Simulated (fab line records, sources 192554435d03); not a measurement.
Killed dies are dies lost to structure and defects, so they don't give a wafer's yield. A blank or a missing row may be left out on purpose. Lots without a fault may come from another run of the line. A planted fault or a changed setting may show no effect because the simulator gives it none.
fab line records | flow n5_finfet | part 1 of 2: steps 1 to 19 of 27
record lots=5 wafers=15 last_day=20
route steps=1938 shown BEOL_M8@1359
lots that met no fault: from a run of the same line without faults
start_h: hours from the record's first day to the start of the lot's first wafer shown | wait_h: hours since the lot's step before | " the same as in the row above | L1.1+2: a row that stands for several wafers | - no value, or no start given | * or withheld: withheld | < > ~ a bound
route shown NAME@n: a module of which the file shows steps, and the number in the route of the first | usual: mean/standard deviation of fault-free wafers | same: alike in all rows | chamber/n: place in a boat | sites: the reading at each site | _std_site: their standard deviation | _edge_site: outer sites' mean less inner sites' | radius_mm: how far each site lies from the wafer's centre | mask NAME#n: copy n | behind: the tool/chamber that last shaped the wafer | hold: why the lot was held/for how many hours/how that ended | device: the transistor (n, p or np) that didn't switch | end of line: the same wafers' tests at the end of the route | a step without rows: its recipe alone | killed: dies lost to structure and defects at the first sort, not the wafer's yield | map: a wafer's dies, x killed, . not, _ none there
set.NAME: the setting as run; set.NAME@STEP: as run at that earlier step | model.NAME: the simulator's own value behind a step, which no gauge read
lots at some steps of the route; a table a step, a row a wafer
services: from which hour (start_h, from the record's first day; less than 0 if before it) a tool's chamber was out of use, for how many hours, and why
## steps
# step N5_BEOL_M8_COAT_22
# recipe resist=CAR-EUV spin_rpm=1500 resist_thk_nm=30
# columns lot.wafer tool chamber start_h wait_h
L084.2+3+6 litho_track-01 0 - -
L085.1+5+6 litho_track-01 0 - -
L089.3+5+6 litho_track-04 0 - -
L091.1+2+6 litho_track-01 0 - -
L096.3+4+6 litho_track-03 0 - -
# step N5_BEOL_M8_EBR_24
# recipe solvent=PGMEA ebr_width_mm=1.5
# same ebr_width_mm=1.5
# columns lot.wafer tool chamber start_h wait_h
L084.2+3+6 litho_track-01 0 - -
L085.1+5+6 litho_track-01 0 - -
L089.3+5+6 litho_track-04 0 - -
L091.1+2+6 litho_track-01 0 - -
L096.3+4+6 litho_track-03 0 - -
# step N5_BEOL_M8_SOFTBAKE_23
# recipe temp_c=110 time_s=60 resist=CAR-EUV
# columns lot.wafer tool chamber start_h wait_h
L084.2+3+6 litho_track-01 0 - -
L085.1+5+6 litho_track-01 0 - -
L089.3+5+6 litho_track-04 0 - -
L091.1+2+6 litho_track-01 0 - -
L096.3+4+6 litho_track-03 0 - -
# step N5_BEOL_M8_EXPOSE_25
# recipe mask_id=V7 na=0.33 source_shape=annular sigma_inner=0.4 sigma_outer=0.8 polarization=unpolarized target_cd_nm=40 dose_mj=42.5
# usual focus_offset_nm=0.0/0.47 stage_msd_nm=0.852/0.015
# columns lot.wafer tool chamber start_h wait_h mask focus_offset_nm stage_msd_nm
L084.2 euv_scanner-01 0 353.07 - V7#0 -0.2 0.836
L084.3 " 0 " " V7#0 -0.2 0.836
L084.6 " 0 " " V7#0 -0.2 0.835
L085.1 euv_scanner-02 0 372.70 - V7#0 0.6 0.862
L085.5 " 0 " " V7#0 0.1 0.861
L085.6 " 0 " " V7#0 0.5 0.862
L089.3 euv_scanner-02 0 391.62 - V7#0 0.8 0.872
L089.5 " 0 " " V7#0 -0.1 0.868
L089.6 " 0 " " V7#0 0.5 0.868
L091.1 euv_scanner-02 0 399.73 - V7#0 0.5 0.868
L091.2 " 0 " " V7#0 -0.3 0.869
L091.6 " 0 " " V7#0 -0.1 0.865
L096.3 euv_scanner-02 0 403.21 - V7#0 0.5 0.871
L096.4 " 0 " " V7#0 0.1 0.871
L096.6 " 0 " " V7#0 0.2 0.868
# step N5_BEOL_M8_PEB_26
# recipe peb_temp_c=100 peb_time_s=60 resist=CAR-EUV
# columns lot.wafer tool chamber start_h wait_h
L084.2+3+6 litho_track-01 0 353.13 0.1
L085.1+5+6 litho_track-03 0 372.76 0.1
L089.3+5+6 litho_track-04 0 391.67 0.0
L091.1+2+6 litho_track-01 0 399.79 0.1
L096.3+4+6 litho_track-01 0 403.26 0.0
# step N5_BEOL_M8_DEVELOP_27
# recipe develop_time_s=30 developer=TMAH resist=CAR-EUV rinse_liquid=surfactant_rinse dry=air_spin dev_temp_c=23
# columns lot.wafer tool chamber start_h wait_h
L084.2+3+6 litho_track-01 0 - -
L085.1+5+6 litho_track-03 0 - -
L089.3+5+6 litho_track-04 0 - -
L091.1+2+6 litho_track-01 0 - -
L096.3+4+6 litho_track-01 0 - -
# step N5_BEOL_M8_CD_MEAS_28
# recipe target_cd_nm=40 landing_energy_ev=500 detector=se_inlens
# usual cd_nm=40.01/0.25
# columns lot.wafer tool chamber start_h wait_h cd_nm
L084.2 cd_sem-02 0 353.20 - 39.88
L084.3 " 0 " " 40.21
L084.6 " 0 " " 40.61
L085.1 cd_sem-02 0 372.83 - 40.00
L085.5 " 0 " " 40.24
L085.6 " 0 " " 40.47
L089.3 cd_sem-02 0 391.74 - 40.00
L089.5 " 0 " " 40.13
L089.6 " 0 " " 39.94
L091.1 cd_sem-02 0 399.86 - 39.49
L091.2 " 0 " " 40.20
L091.6 " 0 " " 40.14
L096.3 cd_sem-03 0 403.33 - 39.82
L096.4 " 0 " " 40.35
L096.6 " 0 " " 40.08
# step N5_BEOL_M8_OVL_MEAS_29
# recipe points_per_wafer=522
# usual V7_OVL=0.2/0.78
# columns lot.wafer tool chamber start_h wait_h V7_OVL[nm]
L084.2 overlay-01 0 353.23 0.0 1.0
L084.3 " 0 " " -0.3
L084.6 " 0 " " 0.8
L085.1 overlay-01 0 372.86 0.0 0.6
L085.5 " 0 " " 0.8
L085.6 " 0 " " 0.5
L089.3 overlay-02 0 391.78 0.0 -0.3
L089.5 " 0 " " -0.8
L089.6 " 0 " " -0.6
L091.1 overlay-01 0 399.89 0.0 0.2
L091.2 " 0 " " 0.6
L091.6 " 0 " " -0.7
L096.3 overlay-01 0 403.37 0.0 0.0
L096.4 " 0 " " 0.6
L096.6 " 0 " " 0.3
# step N5_BEOL_M8_INSPECT_30
# recipe mode=adi inspect_instrument=brightfield
# usual raw_defect_count=405/82
# columns lot.wafer tool chamber start_h wait_h raw_defect_count
L084.2 defect_inspect-02 - 353.29 0.0 366
L084.3 " - " " 479
L084.6 " - " " 597
L085.1 defect_inspect-02 - 372.92 0.1 320
L085.5 " - " " 396
L085.6 " - " " 467
L089.3 defect_inspect-02 - 391.83 0.0 499
L089.5 " - " " 265
L089.6 " - " " 421
L091.1 defect_inspect-02 - 399.96 0.1 410
L091.2 " - " " 343
L091.6 " - " " 438
L096.3 defect_inspect-02 - 403.42 0.0 370
L096.4 " - " " 317
L096.6 " - " " 332
# step N5_BEOL_M8_DESCUM_33
# recipe chemistry=O2 time_s=7 source_power_w=50 bias_power_w=20 pressure_mtorr=20 rf_frequency_hz=2.712e+07 temp_c=40 resist=CAR-EUV o2_flow_sccm=225
# usual drypump_motor_current_A=5.70/0.18 oes_product_au=0.77/0.083 rf_vpp_V=242.5/1.4 showerhead_plenum_p_Torr=2.05/0.071 throttle_valve_pct=20.46/0.28
# columns lot.wafer tool chamber start_h wait_h drypump_motor_current_A oes_product_au rf_hours_counter_h rf_vpp_V showerhead_plenum_p_Torr throttle_valve_pct
L084.2 rie_diel-01 0 353.32 0.0 5.74 0.78 150 241.5 1.99 20.36
L084.3 " 1 " " 5.55 0.79 129 244.7 2.16 20.38
L084.6 " 1 " " 5.55 0.78 - 245.3 2.16 20.38
L085.1 rie_diel-03 2 372.95 0.0 5.90 0.68 245 244.0 2.13 20.53
L085.5 " 2 " " 5.95 0.68 - 243.4 2.13 20.51
L085.6 " 3 " " 5.63 0.74 - 243.5 1.95 20.19
L089.3 rie_diel-01 3 391.86 0.0 5.84 0.85 58 243.0 2.02 19.93
L089.5 " 2 " " 5.64 0.68 - 242.7 2.06 20.89
L089.6 " 3 " " 5.83 0.85 - 242.4 2.02 19.95
L091.1 rie_diel-03 3 400.12 0.2 5.66 0.73 206 241.7 1.95 20.22
L091.2 " 0 " " 5.53 0.90 23 242.9 2.06 20.22
L091.6 " 1 " " 5.78 0.72 - 241.3 1.99 20.83
L096.3 rie_diel-03 1 403.65 0.2 5.76 0.71 201 241.6 1.99 20.84
L096.4 " 0 " " 5.51 0.90 - 242.7 2.06 20.23
L096.6 " 3 " " 5.63 0.73 - 240.7 1.95 20.21
# step N5_BEOL_M8_ETCH_72
# recipe chemistry=N2/H2 target=underlayer target_depth_a=65 mask_material=CAR-EUV time_s=5.2 ion_energy_ev=200 pressure_mtorr=30 source_w=840 bias_w=150 n2_flow_sccm=200 h2_flow_sccm=200 ends=cleared
# usual bias_w=150.0/0.46 drypump_motor_current_A=5.71/0.19 etch_rf_on_time_s=5.24/0.19 oes_product_au=0.66/0.074 rf_vpp_V=522.6/2.3 showerhead_plenum_p_Torr=2.48/0.087 throttle_valve_pct=17.86/0.27
# columns lot.wafer tool chamber start_h wait_h bias_w drypump_motor_current_A etch_rf_on_time_s oes_product_au rf_hours_counter_h rf_vpp_V showerhead_plenum_p_Torr throttle_valve_pct
L084.2 rie_diel-01 0 353.35 0.0 149.9 5.75 5.14 0.67 150 520.4 2.44 17.91
L084.3 " 1 " " 149.4 5.54 5.03 0.67 129 528.3 2.65 18.02
L084.6 " 1 " " 150.1 5.56 5.06 0.68 - 526.0 2.65 18.00
L085.1 rie_diel-03 2 372.99 0.0 149.5 5.95 5.49 0.57 245 525.0 2.61 17.99
L085.5 " 2 " " 149.6 5.96 5.53 0.57 - 527.0 2.60 17.99
L085.6 " 3 " " 150.3 5.66 5.32 0.63 - 519.7 2.39 17.72
L089.3 rie_diel-01 3 391.89 0.0 149.9 5.87 5.20 0.72 58 521.1 2.48 17.56
L089.5 " 2 " " 150.3 5.67 5.58 0.58 - 525.7 2.52 18.48
L089.6 " 3 " " 150.6 5.83 5.22 0.71 - 522.7 2.48 17.58
L091.1 rie_diel-03 3 400.16 0.0 149.9 5.67 5.35 0.62 206 522.7 2.39 17.71
L091.2 " 0 " " 150.1 5.54 4.89 0.77 23 522.7 2.47 17.40
L091.6 " 1 " " 149.4 5.77 5.16 0.63 - 522.6 2.41 18.08
L096.3 rie_diel-03 1 403.68 0.0 150.0 5.79 5.23 0.61 201 520.8 2.41 18.09
L096.4 " 0 " " 149.7 5.51 4.96 0.77 - 519.7 2.47 17.42
L096.6 " 3 " " 150.0 5.66 5.36 0.62 - 520.1 2.39 17.73
# step N5_BEOL_M8_ETCH_65
# recipe chemistry=CF4 target=SiARC target_depth_a=156 mask_material=CAR-EUV time_s=26 ion_energy_ev=80 pressure_mtorr=40 source_w=545 bias_w=36 Ar_flow_sccm=100 cf4_flow_sccm=100 ends=cleared
# usual bias_w=36.00/0.11 drypump_motor_current_A=5.70/0.19 etch_rf_on_time_s=26.2/0.98 mfc_ar_sccm=100.0/0.32 oes_product_au=0.66/0.075 rf_vpp_V=183.7/1.2 showerhead_plenum_p_Torr=2.10/0.062 throttle_valve_pct=15.67/0.23
# columns lot.wafer tool chamber start_h wait_h bias_w drypump_motor_current_A etch_rf_on_time_s mfc_ar_sccm oes_product_au rf_hours_counter_h rf_vpp_V showerhead_plenum_p_Torr throttle_valve_pct
L084.2 rie_diel-01 0 353.37 0.0 35.91 5.74 25.3 100.5 0.67 150 183.8 2.07 15.68
L084.3 " 1 " " 35.96 5.54 25.6 99.9 0.67 129 184.2 2.23 15.74
L084.6 " 1 " " 35.87 5.53 25.8 100.1 0.67 - 185.2 2.23 15.73
L085.1 rie_diel-03 2 373.00 0.0 36.04 5.95 27.5 99.7 0.58 245 184.0 2.19 15.81
L085.5 " 2 " " 36.22 5.95 27.1 99.8 0.57 - 183.5 2.19 15.80
L085.6 " 3 " " 35.91 5.64 26.9 100.2 0.62 - 183.3 2.04 15.69
L089.3 rie_diel-01 3 391.91 0.0 35.88 5.84 26.1 99.5 0.72 58 183.4 2.10 15.34
L089.5 " 2 " " 35.93 5.64 27.8 100.4 0.58 - 185.0 2.11 16.14
L089.6 " 3 " " 35.95 5.85 26.2 99.6 0.73 - 182.6 2.10 15.34
L091.1 rie_diel-03 3 400.17 0.0 35.99 5.63 27.0 100.3 0.61 206 183.5 2.04 15.71
L091.2 " 0 " " 36.03 5.53 24.3 99.8 0.78 23 182.9 2.09 15.28
L091.6 " 1 " " 35.97 5.77 25.6 100.2 0.62 - 182.7 2.04 15.84
L096.3 rie_diel-03 1 403.70 0.0 36.18 5.75 25.8 100.0 0.62 201 182.1 2.03 15.86
L096.4 " 0 " " 35.86 5.54 24.5 100.1 0.77 - 182.3 2.09 15.29
L096.6 " 3 " " 35.86 5.68 27.0 100.0 0.61 - 183.0 2.04 15.71
# step N5_BEOL_M8_ETCH_66
# recipe chemistry=N2/H2 target=SOC target_depth_a=800 overetch_a=160 mask_material=SiARC temp_c=40 time_s=120 ion_energy_ev=200 pressure_mtorr=30 source_w=840 bias_w=150 n2_flow_sccm=200 h2_flow_sccm=200
# usual bias_w=150.0/0.41 drypump_motor_current_A=5.71/0.18 oes_product_au=0.59/0.057 rf_vpp_V=522.6/2.4 showerhead_plenum_p_Torr=2.48/0.088 throttle_valve_pct=17.82/0.27
# columns lot.wafer tool chamber start_h wait_h bias_w drypump_motor_current_A oes_product_au rf_hours_counter_h rf_vpp_V showerhead_plenum_p_Torr throttle_valve_pct
L084.2 rie_diel-01 0 353.40 0.0 149.8 5.72 0.59 150 521.9 2.44 17.85
L084.3 " 1 " " 150.3 5.58 0.60 129 527.2 2.65 17.98
L084.6 " 1 " " 150.0 5.57 0.59 - 527.8 2.65 17.98
L085.1 rie_diel-03 2 373.03 0.0 149.8 5.96 0.53 245 526.7 2.60 17.94
L085.5 " 2 " " 150.0 6.01 0.53 - 525.0 2.60 17.96
L085.6 " 3 " " 149.8 5.65 0.57 - 519.9 2.39 17.67
L089.3 rie_diel-01 3 391.94 0.0 149.2 5.86 0.65 58 522.1 2.48 17.54
L089.5 " 2 " " 150.4 5.66 0.54 - 522.6 2.52 18.45
L089.6 " 3 " " 149.9 5.85 0.66 - 522.7 2.48 17.53
L091.1 rie_diel-03 3 400.20 0.0 150.3 5.65 0.57 206 521.3 2.39 17.70
L091.2 " 0 " " 149.7 5.55 0.68 23 523.0 2.47 17.38
L091.6 " 1 " " 150.0 5.78 0.56 - 520.5 2.41 18.07
L096.3 rie_diel-03 1 403.73 0.0 149.4 5.77 0.56 201 520.7 2.41 18.08
L096.4 " 0 " " 149.8 5.55 0.66 - 522.4 2.47 17.37
L096.6 " 3 " " 149.7 5.67 0.56 - 519.6 2.39 17.67
# step N5_BEOL_M8_STRIP_69
# recipe chemistry=N2/H2 temp_c=40 n2_flow_sccm=200 h2_flow_sccm=200 rf_frequency_hz=6e+07
# columns lot.wafer tool chamber start_h wait_h
L084.2+3+6 rie_diel-01 0,1,1 353.48 0.0
L085.1+5+6 rie_diel-03 2,2,3 373.11 0.0
L089.3+5+6 rie_diel-01 3,2,3 392.02 0.0
L091.1+2+6 rie_diel-03 3,0,1 400.28 0.0
L096.3+4+6 rie_diel-03 1,0,3 403.81 0.0
# step N5_BEOL_M8_STRIP_73
# recipe chemistry=N2/H2 temp_c=40 n2_flow_sccm=200 h2_flow_sccm=200 rf_frequency_hz=6e+07
# columns lot.wafer tool chamber start_h wait_h
L084.2+3+6 rie_diel-01 0,1,1 353.49 0.0
L085.1+5+6 rie_diel-03 2,2,3 373.12 0.0
L089.3+5+6 rie_diel-01 3,2,3 392.03 0.0
L091.1+2+6 rie_diel-03 3,0,1 400.29 0.0
L096.3+4+6 rie_diel-03 1,0,3 403.82 0.0
# step N5_BEOL_M8_VIA_ETCH_34
# recipe chemistry=C4F6/O2 target=SiCOH_lowk target_depth_a=1255 mask_material=SOC taper_deg=4 time_s=50.5 ion_energy_ev=250 pressure_mtorr=30 source_w=345 bias_w=185 Ar_flow_sccm=300 C4F6_flow_sccm=10 O2_flow_sccm=10
# usual bias_w=184.9/0.6 drypump_motor_current_A=5.71/0.19 mfc_ar_sccm=299.8/0.94 oes_o_777_au=0.79/0.089 oes_product_au=0.77/0.086 rf_vpp_V=655/21 showerhead_plenum_p_Torr=2.79/0.079 throttle_valve_pct=20.94/0.24
# columns lot.wafer tool chamber start_h wait_h bias_w drypump_motor_current_A mfc_ar_sccm oes_o_777_au oes_product_au rf_hours_counter_h rf_vpp_V showerhead_plenum_p_Torr throttle_valve_pct
L084.2 rie_diel-01 0 353.50 0.0 183.9 5.72 299.2 0.77 0.77 150 626 2.74 20.95
L084.3 " 1 " " 184.9 5.54 300.7 0.73 0.79 129 711 2.97 21.04
L084.6 " 1 " " 183.9 5.54 299.8 0.72 0.78 - 713 2.97 21.05
L085.1 rie_diel-03 2 373.13 0.0 185.9 5.93 301.3 0.71 0.67 245 662 2.91 21.00
L085.5 " 2 " " 185.4 5.97 300.8 0.70 0.67 - 663 2.91 20.99
L085.6 " 3 " " 185.1 5.66 299.1 0.73 0.72 - 650 2.72 20.97
L089.3 rie_diel-01 3 392.04 0.0 185.4 5.86 298.2 0.81 0.85 58 689 2.76 20.49
L089.5 " 2 " " 184.4 5.63 299.7 0.67 0.69 - 692 2.81 21.42
L089.6 " 3 " " 185.8 5.86 298.0 0.82 0.85 - 689 2.76 20.49
L091.1 rie_diel-03 3 400.30 0.0 186.0 5.67 299.2 0.73 0.72 206 649 2.72 20.97
L091.2 " 0 " " 185.3 5.52 298.9 0.94 0.91 23 637 2.78 20.58
L091.6 " 1 " " 185.4 5.76 299.2 0.78 0.73 - 632 2.72 21.23
L096.3 rie_diel-03 1 403.83 0.0 184.6 5.78 299.2 0.78 0.71 201 632 2.72 21.23
L096.4 " 0 " " 185.2 5.55 299.1 0.94 0.90 - 639 2.78 20.57
L096.6 " 3 " " 184.7 5.65 298.7 0.72 0.71 - 650 2.72 20.98
# step N5_BEOL_M8_STRIP_76
# recipe chemistry=C4F6/O2 resist=SiARC rf_frequency_hz=6e+07
# columns lot.wafer tool chamber start_h wait_h
L084.2+3+6 rie_diel-01 0,1,1 353.54 0.0
L085.1+5+6 rie_diel-03 2,2,3 373.18 0.0
L089.3+5+6 rie_diel-01 3,2,3 392.08 0.0
L091.1+2+6 rie_diel-03 3,0,1 400.35 0.0
L096.3+4+6 rie_diel-03 1,0,3 403.87 0.0
# step N5_BEOL_M8_STRIP_36
# recipe chemistry=N2/H2 power_w=450 temp_c=40 pressure_mtorr=20 rf_frequency_hz=6e+07 overash_fraction=0.3 bias_power_w=7 h2_frac=0.5 n2_flow_sccm=200 h2_flow_sccm=200
# usual drypump_motor_current_A=5.71/0.19 oes_product_au=0.77/0.083 rf_vpp_V=59.1/1.5 showerhead_plenum_p_Torr=2.48/0.088 throttle_valve_pct=23.6/0.34
# columns lot.wafer tool chamber start_h wait_h drypump_motor_current_A oes_product_au rf_hours_counter_h rf_vpp_V showerhead_plenum_p_Torr throttle_valve_pct
L084.2 rie_diel-01 0 353.55 0.0 5.72 0.77 150 60.4 2.44 23.7
L084.3 " 1 " " 5.56 0.78 129 61.9 2.65 23.9
L084.6 " 1 " " 5.57 0.79 - 59.4 2.65 23.9
L085.1 rie_diel-03 2 373.19 0.0 5.98 0.68 245 59.7 2.60 23.7
L085.5 " 2 " " 5.97 0.69 - 59.8 2.60 23.6
L085.6 " 3 " " 5.67 0.74 - 59.4 2.39 23.3
L089.3 rie_diel-01 3 392.09 0.0 5.88 0.83 58 59.6 2.47 23.5
L089.5 " 2 " " 5.64 0.70 - 59.4 2.51 24.3
L089.6 " 3 " " 5.85 0.86 - 59.0 2.48 23.4
L091.1 rie_diel-03 3 400.36 0.0 5.64 0.73 206 58.7 2.39 23.3
L091.2 " 0 " " 5.54 0.89 23 58.7 2.46 23.1
L091.6 " 1 " " 5.78 0.71 - 57.5 2.40 24.0
L096.3 rie_diel-03 1 403.88 0.0 5.79 0.71 201 59.2 2.40 23.9
L096.4 " 0 " " 5.53 0.88 - 58.9 2.46 23.1
L096.6 " 3 " " 5.67 0.72 - 56.1 2.39 23.3
# step N5_BEOL_M8_TRENCH_ETCH_37
# recipe chemistry=C4F6/O2 target_depth_a=934.78 target=SiCOH_lowk time_s=31.2 ion_energy_ev=250 pressure_mtorr=30 source_w=345 bias_w=185 Ar_flow_sccm=300 C4F6_flow_sccm=10 O2_flow_sccm=10
# usual bias_w=184.9/0.63 drypump_motor_current_A=5.71/0.19 mfc_ar_sccm=299.8/0.83 oes_o_777_au=0.79/0.089 oes_product_au=0.77/0.085 rf_vpp_V=655/21 showerhead_plenum_p_Torr=2.79/0.079 throttle_valve_pct=20.97/0.24
# columns lot.wafer tool chamber start_h wait_h bias_w drypump_motor_current_A mfc_ar_sccm oes_o_777_au oes_product_au rf_hours_counter_h rf_vpp_V showerhead_plenum_p_Torr throttle_valve_pct
L084.2 rie_diel-01 0 - - 184.4 5.74 299.5 0.77 0.77 150 627 2.74 20.99
L084.3 " 1 " " 184.1 5.54 298.2 0.72 0.78 129 712 2.97 21.07
L084.6 " 1 " " 184.7 5.56 299.6 0.73 0.78 - 712 2.97 21.06
L085.1 rie_diel-03 2 - - 184.5 5.98 301.2 0.70 0.67 245 664 2.91 21.03
L085.5 " 2 " " 184.9 5.95 299.1 0.70 0.67 - 664 2.91 21.01
L085.6 " 3 " " 184.8 5.64 300.6 0.73 0.73 - 649 2.72 20.98
L089.3 rie_diel-01 3 - - 185.1 5.86 302.3 0.82 0.85 58 689 2.76 20.50
L089.5 " 2 " " 184.5 5.64 298.7 0.67 0.69 - 692 2.81 21.46
L089.6 " 3 " " 185.0 5.82 300.7 0.82 0.85 - 689 2.76 20.52
L091.1 rie_diel-03 3 - - 184.8 5.65 299.4 0.73 0.71 206 649 2.72 21.01
L091.2 " 0 " " 185.2 5.54 298.8 0.94 0.90 23 638 2.78 20.61
L091.6 " 1 " " 184.0 5.79 299.7 0.77 0.71 - 633 2.72 21.24
L096.3 rie_diel-03 1 - - 186.6 5.78 299.8 0.77 0.72 201 633 2.72 21.26
L096.4 " 0 " " 184.4 5.52 299.7 0.94 0.89 - 638 2.78 20.60
L096.6 " 3 " " 185.7 5.66 300.3 0.72 0.71 - 650 2.72 21.02
